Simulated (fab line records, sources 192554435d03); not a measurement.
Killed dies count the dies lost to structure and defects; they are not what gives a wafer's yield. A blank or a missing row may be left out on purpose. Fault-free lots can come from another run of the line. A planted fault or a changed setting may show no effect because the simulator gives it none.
Comparing a struck lot with a sound one :: flow n5 finfet :: 13 out of 1938 route steps
Sound: these wafers, L320.2, L320.3, L320.6. Struck: wafer L325.1 (L325.2, L325.5, from the same lot, were not struck and are left out); the cause is given at the end.
For every step that has rows: the tool of each side, followed by ch and its chambers, followed by its first start. Under that, the readings that differ: sound wafers :: struck wafers :: difference of the means :: sigmas: that difference in standard deviations of wafers without a fault.
alike: readings with means less than 2 such deviations apart, plus words and numbers identical on both sides. not compared: withheld readings, readings lacking a value on some wafer, bounds such as >300 that could conceal the same value, and numbers that have no deviation in the record and whose values overlap.
A row with sigmas, a row that says differs or no value, or rows on one side alone: a step with any of these is where the two part. Numbers that have no deviation but don't overlap get no sigmas and don't part them. Lack of a reading on every wafer of one side parts them only where that side has two or more wafers.

N5_MOL_CONTACT_COAG_SPUTTER_143: material Co, target thk 2.5 nm.
  struck on pvd sputter-03, day 6 03:47; sound on pvd sputter-03, day 4 17:49
  alike: throttle valve pct
N5_MOL_CONTACT_COAG_CO_FILL_22: material Co, precursor CCTBA/H2, target thk 20 nm.
  sound on cvd co-02 ch 0,2, day 4 17:56; struck on cvd co-01 ch 1, day 6 03:54
  alike: heater power w
N5_MOL_CONTACT_COAG_ANNEAL_113: time 300 s.
  sound on rtp anneal-01 ch 0, day 4 18:42; struck on rtp anneal-01 ch 0, day 6 04:31
  alike: lamp power pct, wafer_temp_C_max
N5_MOL_CONTACT_COAG_PRE_CLEAN_142: time 60 s.
  struck on pvd sputter-02, day 6 06:46; sound on pvd sputter-02, day 4 20:13
  alike: heater power w
then, 6 steps without rows for these wafers: N5_MOL_CONTACT_COAG_SPUTTER_130 (material Co, target thk 47.5 nm); N5_MOL_CONTACT_COAG_PRECLEAN_125 (cleans in DIW, time 57.5 s); N5_MOL_CONTACT_COAG_SRD_126 (dry time 32 s); N5_MOL_CONTACT_COAG_CMP_23 (polishes, stops on SiO2, t overpolish 1.5 s, target thk 0 nm); N5_MOL_CONTACT_COAG_WET_ETCH_26 (target Co, target depth 13 nm); N5_MOL_CONTACT_COAG_WET_ETCH_116 (etches the open film in SC1-inhibited, target depth 4.6 nm, rinse time 30 s).
N5_MOL_CONTACT_COAG_ALD_27: deposits SiOC, target thk 17 nm, pulse time 1.5 s, time 2720 s.
  sound on ald sin-04 ch 0,2,3, day 4 21:17; struck on ald sin-04 ch 2, day 6 07:50
reading: ald cycles
sound: 340 340 340
struck: 360
difference: +20
sigmas: 

reading: run length s (s)
sound: 2770.5 2768.7 2769.7
struck: 2929.9
difference: +160.3
sigmas: +99 or more

reading: time s (s)
sound: 2720 2720 2720
struck: 2880
difference: +160
sigmas: 

reading: model.SiOC_of_MOL_CONTACT_COAG_ALD_27.thk nm (nm)
sound: 16.8 17 17
struck: 18
difference: +1
sigmas: 
  alike: heater power w, precursor pulse height rel
N5_MOL_CONTACT_COAG_CMP_28: polishes, stops on SiNx, t overpolish 0.85 s, target thk 14.522 nm.
  sound on cmp-02 ch 0,2, day 4 22:53; struck on cmp-01 ch 0, day 6 09:27
  alike: edge zone pressure frac, motor current A
-- record jumps: 3 days separate the struck wafers' starts on either side; left off in module MOL_CONTACT_COAG, taken up again in module BEOL_M4, whose first shown step is the route's number 1111 --
N5_BEOL_M4_RC_MEAS_101:
  sound on prober-02 ch 0, day 7 18:53; struck on prober-02 ch 0, day 9 02:08
  alike: DIBL_N, DIBL_P, IOFF_N, IOFF_P, ION_N, ION_P, SS_N, SS_P, VT_N, VT_P

## WHERE THEY PART
N5_MOL_CONTACT_COAG_ALD_27 only, going by this record. Later steps at which nothing parts them and some readings are alike: N5_MOL_CONTACT_COAG_CMP_28, N5_BEOL_M4_RC_MEAS_101.

WHY: whatever the simulator had introduced
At N5_MOL_CONTACT_COAG_ALD_27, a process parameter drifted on ald sin-04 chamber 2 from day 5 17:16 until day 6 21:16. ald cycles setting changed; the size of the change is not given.
